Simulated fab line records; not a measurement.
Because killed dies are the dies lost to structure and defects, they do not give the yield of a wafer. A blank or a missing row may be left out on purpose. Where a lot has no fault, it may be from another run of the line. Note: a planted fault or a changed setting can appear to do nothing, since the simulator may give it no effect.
Which tool is to blame? :: flow n5-finfet :: 9 lots, 24 wafers sampled, at 5 steps of a route of 1938

WHAT THE GAUGES READ, wafer by wafer
N5_BEOL_M4_RC_MEAS_101. Usual: DIBL_N 35.9 mV/V, standard deviation 1.8; DIBL_P 36.2 mV/V, standard deviation 2; IOFF_N 0.16 nA/um, standard deviation 0.031; IOFF_P 0.22 nA/um, standard deviation 0.041; ION_N 676 uA/um, standard deviation 11; ION_P 465 uA/um, standard deviation 8.5; SS_N 71.4 mV/dec, standard deviation 0.64; SS_P 73.2 mV/dec, standard deviation 0.7; VT_N 250 mV, standard deviation 3.5; VT_P -250 mV, standard deviation 3.9.
lot: L465
measured: day 8 04:22
on: prober-02
DIBL_N (mV/V): 35.3 34.0 35.9
DIBL_P (mV/V): 37.7 35.3 37.8
IOFF_N (nA/um): 0.15 0.13 0.16
IOFF_P (nA/um): 0.21 0.18 0.22
ION_N (uA/um): 681 657 688
ION_P (uA/um): 472 456 467
SS_N (mV/dec): 70.8 70.9 70.8
SS_P (mV/dec): 73.5 73.1 73.5
VT_N (mV): 250 253 251
VT_P (mV): -250 -252 -249
flag: 

lot: L468
measured: day 9 03:10
on: prober-01
DIBL_N (mV/V): 36.8 36.2 34.8
DIBL_P (mV/V): 36.1 35.4 34.8
IOFF_N (nA/um): 0.18 0.15 0.15
IOFF_P (nA/um): 0.25 0.24 0.23
ION_N (uA/um): 681 673 678
ION_P (uA/um): 471 474 472
SS_N (mV/dec): 72.3 71.4 71.2
SS_P (mV/dec): 73.8 74.1 73.0
VT_N (mV): 249 250 249
VT_P (mV): -244 -245 -247
flag: 

lot: L472
measured: day 10 15:28
on: prober-01
DIBL_N (mV/V): 35.3 34.9
DIBL_P (mV/V): 37.8 37.0
IOFF_N (nA/um): 0.16 0.15
IOFF_P (nA/um): 0.23 0.21
ION_N (uA/um): 678 687
ION_P (uA/um): 465 466
SS_N (mV/dec): 71.3 71.2
SS_P (mV/dec): 73.5 73.0
VT_N (mV): 249 249
VT_P (mV): -250 -249
flag: 

lot: L474
measured: day 10 22:28
on: prober-01
DIBL_N (mV/V): 37.4 38.1
DIBL_P (mV/V): 37.1 37.7
IOFF_N (nA/um): 0.16 0.18
IOFF_P (nA/um): 0.21 0.24
ION_N (uA/um): 679 680
ION_P (uA/um): 465 473
SS_N (mV/dec): 71.1 72.2
SS_P (mV/dec): 73.3 73.7
VT_N (mV): 248 249
VT_P (mV): -253 -250
flag: 

lot: L476
measured: day 11 03:49
on: prober-02
DIBL_N (mV/V): 35.2 35.5
DIBL_P (mV/V): 36.3 36.5
IOFF_N (nA/um): 0.16 0.17
IOFF_P (nA/um): 0.22 0.22
ION_N (uA/um): 689 673
ION_P (uA/um): 471 463
SS_N (mV/dec): 71.2 71.4
SS_P (mV/dec): 74.0 74.3
VT_N (mV): 249 247
VT_P (mV): -249 -249
flag: 

lot: L481
measured: day 12 05:52
on: prober-01
DIBL_N (mV/V): 37.3 36.9 38.6
DIBL_P (mV/V): 38.5 37.9 39.0
IOFF_N (nA/um): 0.21 0.20 0.22
IOFF_P (nA/um): 0.24 0.23 0.24
ION_N (uA/um): 689 689 691
ION_P (uA/um): 464 468 463
SS_N (mV/dec): 72.4 71.9 71.9
SS_P (mV/dec): 74.3 74.2 74.4
VT_N (mV): 245 244 246
VT_P (mV): -249 -251 -250
flag: 

lot: L484
measured: day 13 04:31
on: prober-01
DIBL_N (mV/V): 36.6 37.2 38.2
DIBL_P (mV/V): 37.1 37.5 39.3
IOFF_N (nA/um): 0.16 0.16 0.21
IOFF_P (nA/um): 0.25 0.26 0.30
ION_N (uA/um): 684 673 702
ION_P (uA/um): 476 470 484
SS_N (mV/dec): 71.8 71.3 71.5
SS_P (mV/dec): 72.6 73.7 73.6
VT_N (mV): 248 251 244
VT_P (mV): -247 -247 -246
flag: 

lot: L485
measured: day 13 15:16
on: prober-01
DIBL_N (mV/V): 36.2 34.7 34.8
DIBL_P (mV/V): 34.7 33.7 33.1
IOFF_N (nA/um): 0.17 0.14 0.15
IOFF_P (nA/um): 0.22 0.20 0.19
ION_N (uA/um): 680 669 662
ION_P (uA/um): 459 466 458
SS_N (mV/dec): 71.8 71.2 71.2
SS_P (mV/dec): 73.0 72.9 71.8
VT_N (mV): 247 249 250
VT_P (mV): -251 -251 -250
flag: 

lot: L487
measured: day 14 09:07
on: prober-02
DIBL_N (mV/V): 35.7 35.4 35.6
DIBL_P (mV/V): 35.5 35.8 36.1
IOFF_N (nA/um): 0.13 0.13 0.14
IOFF_P (nA/um): 0.15 0.15 0.15
ION_N (uA/um): 676 678 675
ION_P (uA/um): 456 464 452
SS_N (mV/dec): 70.6 70.6 71.2
SS_P (mV/dec): 73.4 72.5 73.0
VT_N (mV): 250 254 249
VT_P (mV): -258 -259 -256
flag: 

TOOL THAT RAN EACH LOT (tool first, then ch and the chambers of the sampled wafers, then the start)
lot: L465
N5_BEOL_M3_ETCH_64: rie-diel-06 ch 1,3, day 7 04:09
N5_BEOL_M3_STRIP_66: rie-diel-06 ch 1,3, day 7 04:17
N5_BEOL_M3_ETCH_69: rie-diel-04 ch 0,1,3, day 7 07:13
N5_BEOL_M3_TRENCH_ETCH_37: rie-diel-06 ch 1,2,3, day 8 04:22 or earlier

lot: L468
N5_BEOL_M3_ETCH_64: rie-diel-04 ch 0,1, day 8 04:10
N5_BEOL_M3_STRIP_66: rie-diel-04 ch 0,1, day 8 04:17
N5_BEOL_M3_ETCH_69: rie-diel-01 ch 1,2,3, day 8 05:25
N5_BEOL_M3_TRENCH_ETCH_37: rie-diel-01 ch 0,2, day 9 03:10 or earlier

lot: L472
N5_BEOL_M3_ETCH_64: rie-diel-06 ch 1,2, day 9 16:37
N5_BEOL_M3_STRIP_66: rie-diel-06 ch 1,2, day 9 16:44
N5_BEOL_M3_ETCH_69: rie-diel-04 ch 0,3, day 9 17:28
N5_BEOL_M3_TRENCH_ETCH_37: rie-diel-06 ch 1,2, day 10 15:28 or earlier

lot: L474
N5_BEOL_M3_ETCH_64: rie-diel-04 ch 1,2, day 9 22:19
N5_BEOL_M3_STRIP_66: rie-diel-04 ch 1,2, day 9 22:26
N5_BEOL_M3_ETCH_69: rie-diel-04 ch 2,3, day 9 23:10
N5_BEOL_M3_TRENCH_ETCH_37: rie-diel-06 ch 1,2, day 10 22:28 or earlier

lot: L476
N5_BEOL_M3_ETCH_64: rie-diel-04 ch 0,2, day 10 09:00
N5_BEOL_M3_STRIP_66: rie-diel-04 ch 0,2, day 10 09:07
N5_BEOL_M3_ETCH_69: rie-diel-04 ch 0,2, day 10 10:07
N5_BEOL_M3_TRENCH_ETCH_37: rie-diel-04 ch 1,3, day 11 03:49 or earlier

lot: L481
N5_BEOL_M3_ETCH_64: rie-diel-01 ch 0,1,3, day 11 06:13
N5_BEOL_M3_STRIP_66: rie-diel-01 ch 0,1,3, day 11 06:20
N5_BEOL_M3_ETCH_69: rie-diel-06 ch 0,2, day 11 07:07
N5_BEOL_M3_TRENCH_ETCH_37: rie-diel-06 ch 0,2, day 12 05:52 or earlier

lot: L484
N5_BEOL_M3_ETCH_64: rie-diel-06 ch 0,3, day 12 10:30
N5_BEOL_M3_STRIP_66: rie-diel-06 ch 0,3, day 12 10:38
N5_BEOL_M3_ETCH_69: rie-diel-06 ch 1,2,3, day 12 11:34
N5_BEOL_M3_TRENCH_ETCH_37: rie-diel-01 ch 0,1, day 13 04:31 or earlier

lot: L485
N5_BEOL_M3_ETCH_64: rie-diel-04 ch 0,3, day 12 20:33
N5_BEOL_M3_STRIP_66: rie-diel-04 ch 0,3, day 12 20:41
N5_BEOL_M3_ETCH_69: rie-diel-04 ch 0,2,3, day 12 21:24
N5_BEOL_M3_TRENCH_ETCH_37: rie-diel-06 ch 0,1,2, day 13 15:16 or earlier

lot: L487
N5_BEOL_M3_ETCH_64: rie-diel-01 ch 0,1,2, day 13 06:20
N5_BEOL_M3_STRIP_66: rie-diel-01 ch 0,1,2, day 13 06:28
N5_BEOL_M3_ETCH_69: rie-diel-01 ch 1,3, day 13 07:35
N5_BEOL_M3_TRENCH_ETCH_37: rie-diel-06 ch 0,1,2, day 14 09:07 or earlier
- N5_BEOL_M3_ETCH_64: etches SOC in N2/H2, target depth 75 nm, overetch 15 nm, time 112.5 s.
- N5_BEOL_M3_STRIP_66: strips in CF4.
- N5_BEOL_M3_ETCH_69: etches SiARC in CF4, target depth 15.6 nm, time 26 s.
- N5_BEOL_M3_TRENCH_ETCH_37: etches SiOC in C4F6/O2, target depth 55.555 nm, time 29.2 s.

AS READ BY THE TOOLS THEMSELVES (means over the sampled wafers that have a number; for cases with no such wafer, the mark the record gives instead)
N5_BEOL_M3_ETCH_64. Usual: drypump-motor-current-A 5.6 A, standard deviation 0.44; oes-product-au 0.61 a.u., standard deviation 0.066; rf-vpp-V 525 V, standard deviation 3.1; showerhead-plenum-p-Torr 2.56 Torr, standard deviation 0.1; throttle-valve-pct 17.86 %, standard deviation 0.26.
lot: L465
tool: rie-diel-06
drypump-motor-current-A (A): 6.0
oes-product-au (a.u.): 0.59
rf-vpp-V (V): 521
showerhead-plenum-p-Torr (Torr): 2.46
throttle-valve-pct (%): 17.87
flag: 

lot: L468
tool: rie-diel-04
drypump-motor-current-A (A): 5.3
oes-product-au (a.u.): 0.59
rf-vpp-V (V): 527
showerhead-plenum-p-Torr (Torr): 2.63
throttle-valve-pct (%): 18.01
flag: 

lot: L472
tool: rie-diel-06
drypump-motor-current-A (A): 5.2
oes-product-au (a.u.): 0.67
rf-vpp-V (V): 524
showerhead-plenum-p-Torr (Torr): 2.54
throttle-valve-pct (%): 17.73
flag: 

lot: L474
tool: rie-diel-04
drypump-motor-current-A (A): 5.7
oes-product-au (a.u.): 0.60
rf-vpp-V (V): 524
showerhead-plenum-p-Torr (Torr): 2.59
throttle-valve-pct (%): 17.98
flag: 

lot: L476
tool: rie-diel-04
drypump-motor-current-A (A): 5.6
oes-product-au (a.u.): 0.62
rf-vpp-V (V): 526
showerhead-plenum-p-Torr (Torr): 2.59
throttle-valve-pct (%): 17.68
flag: 

lot: L481
tool: rie-diel-01
drypump-motor-current-A (A): 6.2
oes-product-au (a.u.): 0.56
rf-vpp-V (V): 522
showerhead-plenum-p-Torr (Torr): 2.48
throttle-valve-pct (%): 18.01
flag: 

lot: L484
tool: rie-diel-06
drypump-motor-current-A (A): 6.0
oes-product-au (a.u.): 0.68
rf-vpp-V (V): 524
showerhead-plenum-p-Torr (Torr): 2.53
throttle-valve-pct (%): 17.71
flag: 

lot: L485
tool: rie-diel-04
drypump-motor-current-A (A): 5.8
oes-product-au (a.u.): 0.69
rf-vpp-V (V): 526
showerhead-plenum-p-Torr (Torr): 2.60
throttle-valve-pct (%): 17.54
flag: 

lot: L487
tool: rie-diel-01
drypump-motor-current-A (A): 5.9
oes-product-au (a.u.): 0.57
rf-vpp-V (V): 524
showerhead-plenum-p-Torr (Torr): 2.52
throttle-valve-pct (%): 18.03
flag: 

N5_BEOL_M3_STRIP_66. Usual: drypump-motor-current-A 5.6 A, standard deviation 0.44; oes-product-au 0.77 a.u., standard deviation 0.082; rf-vpp-V 271.4 V, standard deviation 1.7; showerhead-plenum-p-Torr 1.81 Torr, standard deviation 0.068; throttle-valve-pct 13.66 %, standard deviation 0.23.
lot: L465
tool: rie-diel-06
drypump-motor-current-A (A): 5.9
oes-product-au (a.u.): 0.73
rf-vpp-V (V): 269.7
showerhead-plenum-p-Torr (Torr): 1.74
throttle-valve-pct (%): 13.64
flag: 

lot: L468
tool: rie-diel-04
drypump-motor-current-A (A): 5.4
oes-product-au (a.u.): 0.73
rf-vpp-V (V): 271.8
showerhead-plenum-p-Torr (Torr): 1.85
throttle-valve-pct (%): 13.76
flag: 

lot: L472
tool: rie-diel-06
drypump-motor-current-A (A): 5.2
oes-product-au (a.u.): 0.82
rf-vpp-V (V): 271.0
showerhead-plenum-p-Torr (Torr): 1.79
throttle-valve-pct (%): 13.47
flag: 

lot: L474
tool: rie-diel-04
drypump-motor-current-A (A): 5.7
oes-product-au (a.u.): 0.75
rf-vpp-V (V): 272.5
showerhead-plenum-p-Torr (Torr): 1.83
throttle-valve-pct (%): 13.76
flag: 

lot: L476
tool: rie-diel-04
drypump-motor-current-A (A): 5.6
oes-product-au (a.u.): 0.78
rf-vpp-V (V): 271.4
showerhead-plenum-p-Torr (Torr): 1.83
throttle-valve-pct (%): 13.56
flag: 

lot: L481
tool: rie-diel-01
drypump-motor-current-A (A): 6.2
oes-product-au (a.u.): 0.70
rf-vpp-V (V): 270.1
showerhead-plenum-p-Torr (Torr): 1.77
throttle-valve-pct (%): 13.85
flag: 

lot: L484
tool: rie-diel-06
drypump-motor-current-A (A): 5.9
oes-product-au (a.u.): 0.85
rf-vpp-V (V): 271.6
showerhead-plenum-p-Torr (Torr): 1.79
throttle-valve-pct (%): 13.45
flag: 

lot: L485
tool: rie-diel-04
drypump-motor-current-A (A): 5.8
oes-product-au (a.u.): 0.86
rf-vpp-V (V): 271.9
showerhead-plenum-p-Torr (Torr): 1.85
throttle-valve-pct (%): 13.42
flag: 

lot: L487
tool: rie-diel-01
drypump-motor-current-A (A): 5.9
oes-product-au (a.u.): 0.71
rf-vpp-V (V): 270.3
showerhead-plenum-p-Torr (Torr): 1.79
throttle-valve-pct (%): 13.91
flag: 

N5_BEOL_M3_ETCH_69. Usual: drypump-motor-current-A 5.6 A, standard deviation 0.46; etch-rf-on-time-s 26.0 s, standard deviation 0.57; oes-product-au 0.66 a.u., standard deviation 0.071; rf-vpp-V 184.4 V, standard deviation 1.5; showerhead-plenum-p-Torr 2.16 Torr, standard deviation 0.086; throttle-valve-pct 15.69 %, standard deviation 0.22.
lot: L465
tool: rie-diel-04
drypump-motor-current-A (A): 5.6
etch-rf-on-time-s (s): 26.1
oes-product-au (a.u.): 0.62
rf-vpp-V (V): 185.0
showerhead-plenum-p-Torr (Torr): 2.21
throttle-valve-pct (%): 15.80
flag: 

lot: L468
tool: rie-diel-01
drypump-motor-current-A (A): 5.8
etch-rf-on-time-s (s): 26.5
oes-product-au (a.u.): 0.63
rf-vpp-V (V): 184.7
showerhead-plenum-p-Torr (Torr): 2.17
throttle-valve-pct (%): 15.73
flag: 

lot: L472
tool: rie-diel-04
drypump-motor-current-A (A): 5.7
etch-rf-on-time-s (s): 22.1
oes-product-au (a.u.): 0.69
rf-vpp-V (V): 184.8
showerhead-plenum-p-Torr (Torr): 2.21
throttle-valve-pct (%): 15.74
flag: OFF

lot: L474
tool: rie-diel-04
drypump-motor-current-A (A): 6.0
etch-rf-on-time-s (s): 22.5
oes-product-au (a.u.): 0.72
rf-vpp-V (V): 185.4
showerhead-plenum-p-Torr (Torr): 2.19
throttle-valve-pct (%): 15.63
flag: OFF

lot: L476
tool: rie-diel-04
drypump-motor-current-A (A): 5.6
etch-rf-on-time-s (s): 19.1
oes-product-au (a.u.): 0.81
rf-vpp-V (V): 184.8
showerhead-plenum-p-Torr (Torr): 2.19
throttle-valve-pct (%): 15.59
flag: OFF

lot: L481
tool: rie-diel-06
drypump-motor-current-A (A): 5.1
etch-rf-on-time-s (s): 25.6
oes-product-au (a.u.): 0.71
rf-vpp-V (V): 185.5
showerhead-plenum-p-Torr (Torr): 2.25
throttle-valve-pct (%): 15.59
flag: 

lot: L484
tool: rie-diel-06
drypump-motor-current-A (A): 5.5
etch-rf-on-time-s (s): 25.3
oes-product-au (a.u.): 0.74
rf-vpp-V (V): 184.6
showerhead-plenum-p-Torr (Torr): 2.12
throttle-valve-pct (%): 15.43
flag: 

lot: L485
tool: rie-diel-04
drypump-motor-current-A (A): 5.7
etch-rf-on-time-s (s): 26.2
oes-product-au (a.u.): 0.70
rf-vpp-V (V): 184.5
showerhead-plenum-p-Torr (Torr): 2.19
throttle-valve-pct (%): 15.52
flag: 

lot: L487
tool: rie-diel-01
drypump-motor-current-A (A): 6.1
etch-rf-on-time-s (s): 25.5
oes-product-au (a.u.): 0.77
rf-vpp-V (V): 183.5
showerhead-plenum-p-Torr (Torr): 2.12
throttle-valve-pct (%): 15.41
flag: 

N5_BEOL_M3_TRENCH_ETCH_37. Usual: drypump-motor-current-A 5.7 A, standard deviation 0.5; oes-product-au 0.77 a.u., standard deviation 0.078; rf-vpp-V 667 V, standard deviation 8.6; showerhead-plenum-p-Torr 2.86 Torr, standard deviation 0.12; throttle-valve-pct 20.90 %, standard deviation 0.2.
lot: L465
tool: rie-diel-06
drypump-motor-current-A (A): 5.5
oes-product-au (a.u.): 0.83
rf-vpp-V (V): 665
showerhead-plenum-p-Torr (Torr): 2.82
throttle-valve-pct (%): 20.74
flag: 

lot: L468
tool: rie-diel-01
drypump-motor-current-A (A): 5.5
oes-product-au (a.u.): 0.75
rf-vpp-V (V): 665
showerhead-plenum-p-Torr (Torr): 2.90
throttle-valve-pct (%): 21.12
flag: 

lot: L472
tool: rie-diel-06
drypump-motor-current-A (A): 5.2
oes-product-au (a.u.): 0.83
rf-vpp-V (V): 668
showerhead-plenum-p-Torr (Torr): 2.82
throttle-valve-pct (%): 20.66
flag: 

lot: L474
tool: rie-diel-06
drypump-motor-current-A (A): 5.2
oes-product-au (a.u.): 0.83
rf-vpp-V (V): 668
showerhead-plenum-p-Torr (Torr): 2.82
throttle-valve-pct (%): 20.66
flag: 

lot: L476
tool: rie-diel-04
drypump-motor-current-A (A): 5.7
oes-product-au (a.u.): 0.69
rf-vpp-V (V): 670
showerhead-plenum-p-Torr (Torr): 2.91
throttle-valve-pct (%): 21.09
flag: 

lot: L481
tool: rie-diel-06
drypump-motor-current-A (A): 5.1
oes-product-au (a.u.): 0.83
rf-vpp-V (V): 664
showerhead-plenum-p-Torr (Torr): 2.98
throttle-valve-pct (%): 20.81
flag: 

lot: L484
tool: rie-diel-01
drypump-motor-current-A (A): 6.3
oes-product-au (a.u.): 0.70
rf-vpp-V (V): 664
showerhead-plenum-p-Torr (Torr): 2.74
throttle-valve-pct (%): 21.14
flag: 

lot: L485
tool: rie-diel-06
drypump-motor-current-A (A): 5.3
oes-product-au (a.u.): 0.77
rf-vpp-V (V): 666
showerhead-plenum-p-Torr (Torr): 2.85
throttle-valve-pct (%): 20.83
flag: 

lot: L487
tool: rie-diel-06
drypump-motor-current-A (A): 5.3
oes-product-au (a.u.): 0.77
rf-vpp-V (V): 666
showerhead-plenum-p-Torr (Torr): 2.84
throttle-valve-pct (%): 20.83
flag: 

THE ANSWER, worked out from the rows above alone
Rule: a lot counts as off when the mean over its wafers that have a number is more than 3 standard deviations away from the usual mean. A lot without any number at a reading at which 4 lots or more have one is off too. The other lots that the step has rows for count as sound. The gauges are gone through in route order, then the tools' own readings, and for those a lot's mean is taken as printed above. The first step at which some lot is off is used, and at that step the reading that is off furthest; a lot without a number counts as furthest.
Off: L472, L474, L476 (N5_BEOL_M3_ETCH_69, etch-rf-on-time-s).
A tool fits if, at that step or a process step before it, it ran every lot that is off, and no sound lot after the first of them. Of those tried, none fits.

WHAT THE SIMULATOR HAD PUT IN
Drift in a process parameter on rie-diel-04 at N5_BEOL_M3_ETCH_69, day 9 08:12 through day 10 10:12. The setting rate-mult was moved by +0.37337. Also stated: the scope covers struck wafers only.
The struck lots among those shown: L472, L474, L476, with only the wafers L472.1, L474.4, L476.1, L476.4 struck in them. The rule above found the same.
